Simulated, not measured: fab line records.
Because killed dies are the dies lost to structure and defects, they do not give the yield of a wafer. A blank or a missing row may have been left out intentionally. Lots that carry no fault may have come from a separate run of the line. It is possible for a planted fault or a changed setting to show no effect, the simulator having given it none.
Matching of chambers || flow nand_harc || ald_hk-02 running NHARC_A_CHANNEL_FILL_D1_ALD_02: 4 sister chambers
The step deposits SiO2, target thk 6 nm, pulse time 10 s, ald cycles 60. 14 wafers are shown with their chamber, then 7 later ones without.

## WAFERS PAIRED WITH THEIR CHAMBERS
{"wafer": "L570.2", "chamber": 2, "heater_power_w (W)": 594, "precursor_pulse_height_rel": 0.987}
{"wafer": "L570.3", "chamber": 3, "heater_power_w (W)": 522, "precursor_pulse_height_rel": 0.977}
{"wafer": "L570.6", "chamber": 0, "heater_power_w (W)": 421, "precursor_pulse_height_rel": 0.954}
{"wafer": "L571.1", "chamber": 1, "heater_power_w (W)": 425, "precursor_pulse_height_rel": 1.018}
{"wafer": "L571.2", "chamber": 0, "heater_power_w (W)": 421, "precursor_pulse_height_rel": 0.995}
{"wafer": "L571.3", "chamber": 3, "heater_power_w (W)": 519, "precursor_pulse_height_rel": 1.005}
{"wafer": "L573.2", "chamber": 3, "heater_power_w (W)": 529, "precursor_pulse_height_rel": 0.992}
{"wafer": "L573.4", "chamber": 2, "heater_power_w (W)": 601, "precursor_pulse_height_rel": 1.008}
{"wafer": "L573.6", "chamber": 2, "heater_power_w (W)": 597, "precursor_pulse_height_rel": 1.017}
{"wafer": "L583.1", "chamber": 0, "heater_power_w (W)": 415, "precursor_pulse_height_rel": 0.997}
{"wafer": "L583.3", "chamber": 2, "heater_power_w (W)": 590, "precursor_pulse_height_rel": 1.017}
{"wafer": "L583.4", "chamber": 3, "heater_power_w (W)": 527, "precursor_pulse_height_rel": 0.999}
{"wafer": "L582.1", "chamber": 1, "heater_power_w (W)": 433, "precursor_pulse_height_rel": 1.031}
{"wafer": "L582.3", "chamber": 2, "heater_power_w (W)": 589, "precursor_pulse_height_rel": 0.946}

SIGNATURES (means of the wafers above)
{"reading": "heater_power_w", "chamber 0": 419.00, "chamber 1": 429.00, "chamber 2": 594.20, "chamber 3": 524.25, "scatter within a chamber": 4.66}
{"reading": "precursor_pulse_height_rel", "chamber 0": 0.98200, "chamber 1": 1.02450, "chamber 2": 0.99500, "chamber 3": 0.99325, "scatter within a chamber": 0.023}
Rule: distance of a wafer from a chamber = root of the sum over the readings of ((wafer's reading minus chamber's mean) / reading's scatter) squared. The wafer belongs to the nearest chamber; if the next one is less than 2 further off, it can't be placed. How the scatter is found: for the shown wafers, subtract from each reading the mean of its chamber, square and add these, divide the total by (wafers less chambers), then take the root.

## WAFERS MISSING THEIR CHAMBER
{"wafer": "L582.5", "heater_power_w (W)": 590, "precursor_pulse_height_rel": 1.002}
{"wafer": "L584.2", "heater_power_w (W)": 401, "precursor_pulse_height_rel": 1.022}
{"wafer": "L584.3", "heater_power_w (W)": 536, "precursor_pulse_height_rel": 1.046}
{"wafer": "L584.4", "heater_power_w (W)": 604, "precursor_pulse_height_rel": 1.036}
{"wafer": "L586.2", "heater_power_w (W)": 619, "precursor_pulse_height_rel": 0.965}
{"wafer": "L586.4", "heater_power_w (W)": 497, "precursor_pulse_height_rel": 1.005}
{"wafer": "L586.5", "heater_power_w (W)": 439, "precursor_pulse_height_rel": 0.995}

## WHICH CHAMBER EACH ONE RAN IN
{"wafer": "L582.5", "from the rows above": 2, "in truth": 2}
{"wafer": "L584.2", "from the rows above": "can't be placed: 0 or 1", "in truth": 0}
{"wafer": "L584.3", "from the rows above": 3, "in truth": 3}
{"wafer": "L584.4", "from the rows above": 2, "in truth": 2}
{"wafer": "L586.2", "from the rows above": 2, "in truth": 2}
{"wafer": "L586.4", "from the rows above": 3, "in truth": 3}
{"wafer": "L586.5", "from the rows above": "can't be placed: 1 or 0", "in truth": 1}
Correctly placed: 5 of 7. These rows do not allow placing 2 (true chamber among the candidates in 2). Placed wrongly: 0.
